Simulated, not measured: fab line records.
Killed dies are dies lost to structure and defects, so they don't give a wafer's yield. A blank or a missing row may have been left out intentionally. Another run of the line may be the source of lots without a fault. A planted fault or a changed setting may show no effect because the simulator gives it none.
fab line records	flow nandHarc
[record] lots = 5	wafers = 15	lastDay = 33
route steps=1302 shown A_M0@1148 END@1302
lots untouched by any fault: they come from a run of this same line in which no faults occurred
startH: hours from the record's first day to the start of the lot's first wafer shown	waitH: time in hours since the lot's previous step	" unchanged from the row above	L1.1+2: one row covering several wafers at once	- either no value or no given start	* or withheld: withheld	< > ~ a bound
route shown NAME@n: NAME is a module with steps in the file, n the number in the route of the first one	usual: the fault-free wafers' mean and standard deviation	same: alike in all rows	chamber/n: place in a boat	sites: per-site readings	_std_site: the standard deviation of these	_edge_site: the outer-site mean with the inner-site mean subtracted	radiusMm: for every site, how far away it sits from the centre of the wafer	mask NAME#n: copy n	behind: the tool/chamber that last shaped the wafer	hold: the reason the lot was held/the length of the hold in hours/how it ended	device: transistor that didn't switch, given as n, p or np	end of line: the route-end tests of the same wafers	a step without rows: its recipe alone	killed: dies lost to structure and defects at the first sort, not the wafer's yield	map: dies across one wafer; x = killed, . = not, _ = none there
set.NAME: the setting the step ran with; set.NAME@STEP: the setting that earlier step ran with	model.NAME: the simulator's own value behind a step, which no gauge read
lots at some steps of the route; a table a step, a row a wafer
services: when a tool's chamber went out of use (startH, in hours from the record's first day, below 0 if earlier), for how many hours, and the reason
[[steps]]
[step NHARC_A_M0_OVL_MEAS_10]
[recipe] pitchNm = 160
[usual] overlayXNm = 0.0/1.1	overlayYNm = -0.1/0.81
lot.wafer	tool	chamber	startH	waitH	overlayXNm	overlayYNm
L342.1	overlay-01	-	550.17	-	-1.3	1.1
L342.4	"	-	"	"	-0.8	1.6
L342.6	"	-	"	"	-1.0	1.0
L351.2	overlay-02	-	649.43	-	-1.2	-0.8
L351.4	"	-	"	"	-1.6	-0.7
L351.5	"	-	"	"	-1.7	-0.9
L358.2	overlay-01	-	728.82	-	0.5	-0.9
L358.3	"	-	"	"	0.2	-0.8
L358.6	"	-	"	"	0.4	-0.2
L362.1	overlay-02	-	733.51	-	0.6	0.0
L362.2	"	-	"	"	0.3	0.0
L362.5	"	-	"	"	1.0	0.2
L359.3	overlay-01	-	735.28	-	2.1	-0.6
L359.5	"	-	"	"	2.1	-0.6
L359.6	"	-	"	"	1.9	-0.6
[step NHARC_A_M0_INSPECT_11]
[usual] rawDefectCount = 87/35
lot.wafer	tool	chamber	startH	waitH	rawDefectCount
L342.1	defectInspect-01	-	550.21	0.0	114
L342.4	"	-	"	"	113
L342.6	"	-	"	"	105
L351.2	defectInspect-02	-	649.47	0.0	93
L351.4	"	-	"	"	80
L351.5	"	-	"	"	88
L358.2	defectInspect-02	-	728.85	0.0	78
L358.3	"	-	"	"	74
L358.6	"	-	"	"	68
L362.1	defectInspect-01	-	733.55	0.0	96
L362.2	"	-	"	"	91
L362.5	"	-	"	"	84
L359.3	defectInspect-01	-	735.32	0.0	33
L359.5	"	-	"	"	42
L359.6	"	-	"	"	38
[step NHARC_A_M0_DESCUM_14]
[recipe] timeS = 3	o2FlowSccm = 200	arFlowSccm = 0	biasPowerW = 0	chemistry = O2
[usual] drypumpMotorCurrentA = 5.7/0.31	oesProductAu = 1.003/0.011	rfVppV = 57.9/0.91	showerheadPlenumPTorr = 1.95/0.089	throttleValvePct = 11.311/0.0087
lot.wafer	tool	chamber	startH	waitH	drypumpMotorCurrentA	oesProductAu	rfHoursCounterH	rfVppV	showerheadPlenumPTorr	throttleValvePct
L342.1	rieDiel-09	1	550.27	0.1	5.3	0.998	2.5	58.5	1.97	11.301
L342.4	"	3	"	"	5.9	1.009	3.2	59.8	2.02	11.312
L342.6	"	2	"	"	6.2	1.004	-	58.0	2.01	11.322
L351.2	rieDiel-12	3	649.53	0.1	5.7	0.989	0.9	58.7	2.02	11.313
L351.5	"	3	"	"	5.7	0.995	-	58.7	2.02	11.308
L351.4	"	0	"	"	5.8	0.999	-	56.3	1.83	11.315
L358.2	rieDiel-10	1	728.93	0.1	5.4	1.001	9.2	57.3	1.90	11.312
L358.3	"	2	"	"	5.6	0.995	9.2	56.7	1.91	11.320
L358.6	"	0	"	"	5.8	0.996	-	59.0	1.99	11.304
L362.1	rieDiel-09	0	733.61	0.1	6.4	1.010	2.6	57.7	1.96	11.302
L362.2	"	3	"	"	5.9	1.021	2.5	58.3	2.02	11.312
L362.5	"	1	"	"	5.3	0.998	-	58.8	1.97	11.287
L359.3	rieDiel-09	3	735.41	0.1	5.9	1.027	2.6	58.3	2.02	11.319
L359.5	"	0	"	"	6.4	1.008	-	58.7	1.96	11.310
L359.6	"	1	"	"	5.2	0.999	-	59.2	1.97	11.317
[step NHARC_A_M0_ETCH_34]
[recipe] targetDepthA = 400	overetchA = 120	timeS = 43.94	ionEnergyEv = 200	n2FlowSccm = 150	h2FlowSccm = 150	arFlowSccm = 0	rfW = 400	biasW = 150	chemistry = N2/H2
[step NHARC_A_M0_ETCH_15]
[recipe] targetDepthA = 1500	overetchA = 150	timeS = 82.5	c4f8FlowSccm = withheld	arFlowSccm = 400	rfW = 600	biasW = 300	chemistry = C4F8/Ar
[usual] oesProductAu = 0.953/0.023	rfVppV = 441.9/2.9
lot.wafer	tool	chamber	startH	waitH	oesProductAu	rfHoursCounterH	rfVppV
L342.1	rieDiel-09	2	-	-	0.961	2.5	444.5
L342.4	"	3	"	"	0.994	3.2	445.1
L342.6	"	1	"	"	0.953	-	441.4
L351.2	rieDiel-12	0	-	-	0.962	1.1	439.0
L351.4	"	3	"	"	0.942	-	444.3
L351.5	"	0	"	"	0.967	-	436.8
L358.3	rieDiel-10	1	-	-	0.931	9.2	439.5
L358.2	"	3	"	"	0.934	9.4	445.3
L358.6	"	0	"	"	0.925	-	443.5
L362.2	rieDiel-09	1	-	-	0.928	2.4	443.3
L362.1	"	2	"	"	0.931	1.4	442.7
L362.5	"	0	"	"	0.942	-	442.7
L359.3	rieDiel-09	0	-	-	0.967	2.7	442.3
L359.5	"	2	"	"	0.970	-	443.4
L359.6	"	3	"	"	0.993	-	442.8
[step NHARC_A_M0_CD_MEAS_16]
[usual] cdNm = 80.0/0.87
lot.wafer	tool	chamber	startH	waitH	cdNm
L342.1	cdSem-03	-	550.57	-	79.0
L342.4	"	-	"	"	79.1
L342.6	"	-	"	"	78.1
L351.2	cdSem-03	-	649.88	-	80.5
L351.4	"	-	"	"	80.1
L351.5	"	-	"	"	81.5
L358.2	cdSem-01	-	729.21	-	81.0
L358.3	"	-	"	"	80.5
L358.6	"	-	"	"	80.0
L362.1	cdSem-01	-	733.92	-	79.1
L362.2	"	-	"	"	80.5
L362.5	"	-	"	"	79.1
L359.3	cdSem-02	-	735.68	-	80.6
L359.5	"	-	"	"	80.1
L359.6	"	-	"	"	80.2
[step NHARC_A_M0_STRIP_18]
[recipe] powerW = 1000	n2FlowSccm = 150	h2FlowSccm = 150	arFlowSccm = 0	biasW = 0	chemistry = N2/H2
[usual] drypumpMotorCurrentA = 5.7/0.35	oesProductAu = 1.002/0.011	rfVppV = 90.9/0.89	showerheadPlenumPTorr = 2.09/0.091	throttleValvePct = 14.171/0.0089
lot.wafer	tool	chamber	startH	waitH	drypumpMotorCurrentA	oesProductAu	rfHoursCounterH	rfVppV	showerheadPlenumPTorr	throttleValvePct
L342.1	rieDiel-12	1	550.71	0.1	5.4	0.993	6	91.9	2.18	14.172
L342.6	"	3	"	"	5.7	0.992	-	90.7	2.16	14.168
L342.4	"	1	"	"	5.4	0.989	-	91.1	2.18	14.161
L351.4	rieDiel-09	2	649.95	0.1	6.1	1.001	6	91.0	2.14	14.179
L351.2	"	1	"	"	5.2	0.981	7	91.0	2.10	14.149
L351.5	"	2	"	"	6.1	0.991	-	90.1	2.14	14.162
L358.3	rieDiel-09	0	729.31	0.1	6.4	1.016	2	90.5	2.09	14.175
L358.2	"	1	"	"	5.2	1.000	2	91.2	2.10	14.167
L358.6	"	3	"	"	5.9	1.027	-	89.7	2.16	14.185
L362.2	rieDiel-09	0	734.02	0.1	6.4	1.009	3	90.7	2.09	14.173
L362.1	"	1	"	"	5.2	0.998	2	90.2	2.10	14.184
L362.5	"	0	"	"	6.4	1.011	-	90.8	2.09	14.173
L359.3	rieDiel-12	2	735.83	0.1	5.4	1.009	5	91.7	1.90	14.178
L359.5	"	3	"	"	5.7	0.991	-	91.6	2.16	14.176
L359.6	"	0	"	"	5.9	1.002	-	90.2	1.94	14.175
[step NHARC_A_M0_STRIP_19]
[recipe] timeS = 600	tempC = 30	chemistry = postEtchResidueRemover
[step NHARC_A_M0_DEGAS_28]
[recipe] tempC = 250	timeS = 60
[usual] heaterPowerW = 337/36
lot.wafer	tool	chamber	startH	waitH	heaterPowerW
L342.1	pvdSputter-02	-	551.24	-	348
L342.4	"	-	"	"	367
L342.6	"	-	"	"	423
L351.2	pvdSputter-03	-	650.50	-	315
L351.4	"	-	"	"	299
L351.5	"	-	"	"	362
L358.3	pvdSputter-01	-	729.83	-	371
L358.2	"	-	"	"	321
L358.6	"	-	"	"	376
L362.1	pvdSputter-02	-	734.56	-	334
L362.2	"	-	"	"	341
L362.5	"	-	"	"	338
L359.3	pvdSputter-03	-	736.30	-	306
L359.6	"	-	"	"	313
L359.5	"	-	"	"	308
[step NHARC_A_M0_PRE_CLEAN_29]
[recipe] timeS = 30	tempC = 280	gas = H2/He
[usual] heaterPowerW = 414/43
lot.wafer	tool	chamber	startH	waitH	heaterPowerW
L342.4	pvdSputter-02	-	-	-	437
L342.1	"	-	"	"	424
L342.6	"	-	"	"	433
L351.4	pvdSputter-03	-	-	-	439
L351.2	"	-	"	"	386
L351.5	"	-	"	"	390
L358.3	pvdSputter-01	-	-	-	392
L358.2	"	-	"	"	401
L358.6	"	-	"	"	343
L362.2	pvdSputter-02	-	-	-	421
L362.1	"	-	"	"	424
L362.5	"	-	"	"	430
L359.3	pvdSputter-03	-	-	-	462
L359.6	"	-	"	"	363
L359.5	"	-	"	"	454
[step NHARC_A_M0_PVD_20]
[recipe] targetThkA = 50	biasV = 168.6	powerW = 15000	chamberPressurePa = 0.12	timeS = 8.06	substrateTempC = 50	material = TaN
[step NHARC_A_M0_PVD_21]
[recipe] targetThkA = 300	chamberPressurePa = 5	powerW = 5000	substrateTempC = 30	timeS = 20.49	material = Cu
[step NHARC_A_M0_ECD_22]
[recipe] targetThkA = 4000	bathTempC = 25	material = Cu
lot.wafer	tool	chamber	startH	waitH
L342.1+4+6	ecdCu-02	1,0,1	551.59	-
L351.2+4+5	ecdCu-01	1,0,0	650.90	-
L358.2+3+6	ecdCu-01	1	730.18	-
L362.2+1+5	ecdCu-01	1,0,1	734.91	-
L359.3+5+6	ecdCu-02	1,0,1	736.82	-
[step NHARC_A_M0_ANNEAL_30]
[recipe] tempC = 225	timeS = 90
[step NHARC_A_M0_CMP_23]
[recipe] tOverpolishS = 20	targetThkNm = 113.75
[usual] motorCurrentA = 11.9/1.6	timeToEndpointS = 29.5/2.5
lot.wafer	tool	chamber	startH	waitH	motorCurrentA	timeToEndpointS
L342.4	cmp-03	3	552.38	-	10.1	29.2
L342.1	"	0	"	"	12.0	28.7
L342.6	"	2	"	"	10.2	24.7
L351.2	cmp-02	1	651.63	-	10.0	43.7
L351.4	"	2	"	"	14.4	49.0
L351.5	"	3	"	"	11.4	25.4
L358.2	cmp-02	0	730.93	-	10.7	33.5
L358.3	"	2	"	"	13.2	32.7
L358.6	"	0	"	"	10.4	32.4
L362.2	cmp-03	2	735.66	-	10.5	29.9
L362.1	"	0	"	"	11.8	34.7
L362.5	"	2	"	"	10.1	30.5
L359.3	cmp-01	3	737.48	-	11.2	30.4
L359.6	"	2	"	"	11.8	28.8
L359.5	"	3	"	"	10.9	31.4
[step NHARC_A_M0_THK_MEAS_24]
[recipe] thkMeasGauge = xrf
[usual] thkNm = 113.8/1.6
lot.wafer	tool	chamber	startH	waitH	thkNm
L342.1	filmMetro-01	-	552.66	-	113.7
L342.4	"	-	"	"	113.8
L342.6	"	-	"	"	112.5
L351.2	filmMetro-01	-	651.89	-	113.1
L351.4	"	-	"	"	113.5
L351.5	"	-	"	"	113.8
L358.2	filmMetro-02	-	731.22	-	116.8
L358.3	"	-	"	"	113.3
L358.6	"	-	"	"	116.1
L362.1	filmMetro-01	-	735.95	-	113.5
L362.2	"	-	"	"	114.1
L362.5	"	-	"	"	113.9
L359.3	filmMetro-01	-	737.77	-	113.6
L359.5	"	-	"	"	114.0
L359.6	"	-	"	"	111.0
[step NHARC_END_SORT_01]
[recipe] tempC = 25
[usual] defectLimitedYield = 90/3.1	killedAtArray = 62/20	killedAtOther = 0.8/1.1	killedAtPeriphery = 3.5/2.4	killedDies = 66/21	killedOpen = 3.5/1.9	killedShort = 2.5/1.7
[same] grossDies = 677
lot.wafer	tool	chamber	startH	waitH	defectLimitedYield[%]	killedAtArray	killedAtOther	killedAtPeriphery	killedDies	killedOpen	killedShort
L342.1	prober-02	0	588.75	2.5	88	81	0	2	83	4	2
L342.4	prober-02	0	591.13	3.4	88	75	0	3	78	4	2
L342.6	prober-02	0	592.72	4.0	88	82	0	1	83	6	3
L351.2	prober-02	0	689.68	2.8	88	76	2	1	79	2	5
L351.4	prober-02	0	691.28	3.4	89	72	0	0	72	7	6
L351.5	prober-02	0	692.08	3.7	90	64	0	1	65	1	0
L362.1	prober-02	0	771.87	2.5	90	63	0	7	70	2	7
L362.2	prober-02	0	772.68	2.8	90	61	0	5	66	2	5
L362.5	prober-02	0	775.12	3.8	90	66	1	2	69	6	2
L358.2	prober-01	0	780.53	2.8	90	62	0	6	68	5	3
L358.3	prober-01	0	781.34	3.1	90	62	0	3	65	3	3
L358.6	prober-01	0	783.75	4.0	91	60	1	1	62	2	2
L359.3	prober-02	0	781.31	3.1	94	39	0	1	40	4	5
L359.5	prober-02	0	782.90	3.7	94	40	0	2	42	3	2
L359.6	prober-02	0	783.69	4.0	94	37	2	2	41	6	2
// killed by level:class
L342.1 A_CHANNEL_HOLE_D1:chamberFilmFlake=30 A_SLIT:chamberFilmFlake=26 A_CHANNEL_HOLE_D2:chamberFilmFlake=10 A_STAIRCASE:chamberFilmFlake=5 A_CONTACT:chamberFilmFlake=4 A_CHANNEL_FILL_D2:geometricParticle:open=2 P_STI:geometricParticle:short=1 A_ONON_D1:geometricParticle:open=1
L342.4 A_CHANNEL_HOLE_D1:chamberFilmFlake=34 A_SLIT:chamberFilmFlake=27 A_CHANNEL_HOLE_D2:chamberFilmFlake=3 A_STAIRCASE:chamberFilmFlake=3 A_CONTACT:chamberFilmFlake=3 P_GATE:geometricParticle:open=1 P_CONTACT:geometricParticle:open=1 A_CHANNEL_FILL_D1:geometricParticle:short=1
L342.6 A_CHANNEL_HOLE_D1:chamberFilmFlake=30 A_SLIT:chamberFilmFlake=23 A_CHANNEL_HOLE_D2:chamberFilmFlake=12 A_CONTACT:chamberFilmFlake=3 A_BLC:chamberFilmFlake=3 A_ONON_D1:geometricParticle:short=2 A_M1:geometricParticle:open=2 A_STAIRCASE:chamberFilmFlake=2
L351.2 A_SLIT:chamberFilmFlake=32 A_CHANNEL_HOLE_D2:chamberFilmFlake=22 A_STAIRCASE:chamberFilmFlake=7 A_CHANNEL_HOLE_D1:chamberFilmFlake=4 A_CHANNEL_FILL_D1:geometricParticle:short=2 A_CONTACT:chamberFilmFlake=2 P_GATE:geometricParticle:open=1 A_DECK1_JOINT:geometricParticle:short=1
L351.4 A_SLIT:chamberFilmFlake=32 A_CHANNEL_HOLE_D2:chamberFilmFlake=16 A_CONTACT:chamberFilmFlake=4 A_CHANNEL_FILL_D2:geometricParticle:short=3 A_CHANNEL_HOLE_D1:chamberFilmFlake=3 A_STAIRCASE:chamberFilmFlake=3 A_ONON_D1:geometricParticle:open=2 A_CHANNEL_FILL_D2:geometricParticle:open=2
L351.5 A_SLIT:chamberFilmFlake=28 A_CHANNEL_HOLE_D2:chamberFilmFlake=20 A_STAIRCASE:chamberFilmFlake=4 A_CHANNEL_HOLE_D1:chamberFilmFlake=3 A_BONDPAD:chamberFilmFlake=3 A_CONTACT:chamberFilmFlake=2 A_DECK1_JOINT:geometricParticle:open=1 P_BONDPAD:chamberFilmFlake=1
L362.1 A_SLIT:chamberFilmFlake=26 A_CHANNEL_HOLE_D1:chamberFilmFlake=15 A_STAIRCASE:chamberFilmFlake=6 A_CONTACT:chamberFilmFlake=6 P_BONDPAD:chamberFilmFlake=3 A_CHANNEL_FILL_D1:geometricParticle:short=2 A_DECK1_JOINT:geometricParticle:short=2 A_CHANNEL_FILL_D2:geometricParticle:short=2
L362.2 A_SLIT:chamberFilmFlake=33 A_CHANNEL_HOLE_D1:chamberFilmFlake=14 A_CONTACT:chamberFilmFlake=5 P_M1:chamberFilmFlake=3 A_STAIRCASE:chamberFilmFlake=3 A_WL_FILL:geometricParticle:short=2 P_CONTACT:geometricParticle:open=1 P_M1:geometricParticle:short=1
L362.5 A_SLIT:chamberFilmFlake=27 A_CHANNEL_HOLE_D1:chamberFilmFlake=15 A_CONTACT:chamberFilmFlake=6 A_STAIRCASE:chamberFilmFlake=4 A_CHANNEL_HOLE_D1:geometricParticle:open=2 A_DECK1_JOINT:chamberFilmFlake=2 A_ONON_D1:geometricParticle:open=1 A_DECK1_JOINT:geometricParticle:short=1
L358.2 A_CHANNEL_HOLE_D2:chamberFilmFlake=35 A_CHANNEL_HOLE_D1:chamberFilmFlake=10 A_SLIT:chamberFilmFlake=5 A_CONTACT:chamberFilmFlake=4 P_STI:chamberFilmFlake=2 P_CONTACT:geometricParticle:open=1 P_BONDPAD:geometricParticle:open=1 A_CHANNEL_HOLE_D1:geometricParticle:open=1
L359.3 A_CHANNEL_HOLE_D1:chamberFilmFlake=19 A_SLIT:chamberFilmFlake=5 A_CHANNEL_FILL_D1:geometricParticle:open=2 A_CHANNEL_FILL_D2:chamberFilmFlake=2 A_STAIRCASE:chamberFilmFlake=2 A_SOURCE_PLATE:geometricParticle:short=1 A_ONON_D1:geometricParticle:short=1 A_ONON_D2:geometricParticle:short=1
L358.3 A_CHANNEL_HOLE_D2:chamberFilmFlake=31 A_CHANNEL_HOLE_D1:chamberFilmFlake=11 A_BONDPAD:chamberFilmFlake=6 A_SLIT:chamberFilmFlake=4 P_STI:chamberFilmFlake=2 A_CONTACT:chamberFilmFlake=2 P_M0:geometricParticle:short=1 A_DECK1_JOINT:geometricParticle:short=1
L359.5 A_CHANNEL_HOLE_D1:chamberFilmFlake=20 A_SLIT:chamberFilmFlake=10 A_CONTACT:chamberFilmFlake=3 A_STAIRCASE:chamberFilmFlake=2 A_CHANNEL_FILL_D1:geometricParticle:open=1 A_ONON_D2:geometricParticle:short=1 A_CHANNEL_HOLE_D2:geometricParticle:open=1 A_CHANNEL_HOLE_D2:geometricParticle:short=1
L359.6 A_CHANNEL_HOLE_D1:chamberFilmFlake=19 A_SLIT:chamberFilmFlake=7 A_BLC:geometricParticle:open=3 A_CONTACT:chamberFilmFlake=3 THIN_TSV:chamberFilmFlake=2 P_CONTACT:geometricParticle:open=1 A_ONON_D2:geometricParticle:short=1 A_CHANNEL_FILL_D2:geometricParticle:open=1
L358.6 A_CHANNEL_HOLE_D2:chamberFilmFlake=31 A_CHANNEL_HOLE_D1:chamberFilmFlake=16 A_SLIT:chamberFilmFlake=5 A_CONTACT:chamberFilmFlake=3 A_ONON_D1:geometricParticle:open=1 A_CHANNEL_FILL_D2:geometricParticle:open=1 A_CHANNEL_FILL_D2:geometricParticle:short=1 P_STI:chamberFilmFlake=1
[[services]]
tool	chamber	startH	hours	kind
cmp-02	-	527.37	4.0	pm
pvdSputter-03	-	538.22	10.0	pm
rieDiel-12	2	546.05	4.6	repair
cmp-03	-	563.18	4.0	pm
rieDiel-12	-	566.82	0.9	repair
pvdSputter-01	-	582.00	10.0	pm
ecdCu-02	-	596.00	8.0	pm
rieDiel-10	-	596.52	9.0	pm
cmp-03	-	610.13	2.1	repair
rieDiel-12	3	614.54	14.1	repair
rieDiel-12	-	622.41	9.0	pm
cmp-02	-	625.37	4.0	pm
pvdSputter-02	-	638.08	10.0	pm
rieDiel-12	1	648.93	7.2	repair
cmp-03	-	661.18	4.0	pm
pvdSputter-03	-	663.61	0.7	repair
pvdSputter-01	-	669.47	1.7	repair
rieDiel-09	-	674.18	9.0	pm
ecdCu-01	-	677.91	5.0	repair
pvdSputter-03	-	678.42	0.5	repair
ecdCu-01	-	688.08	8.0	pm
rieDiel-09	2	694.48	4.7	repair
rieDiel-09	-	703.67	0.4	repair
pvdSputter-03	-	716.22	10.0	pm
[[key]]
[firstSign] step = NHARC_A_M0_CMP_23	reading = timeToEndpointS	direction = up	sigmas = 6.7	usual = *	struck = *
effect none on later readings
metAt NHARC_A_M0_ECD_22
struckWafers L351.2,L351.4
[fault] kind = processParameterDrift	tool = ecdCu-01	chamber = -	onsetH = 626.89	steps = NHARC_A_M0_ECD_22	channel = targetThkA	offset = *	shape = step	endH = 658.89	scope = struckWafersOnly	actsIn = *	stated = *
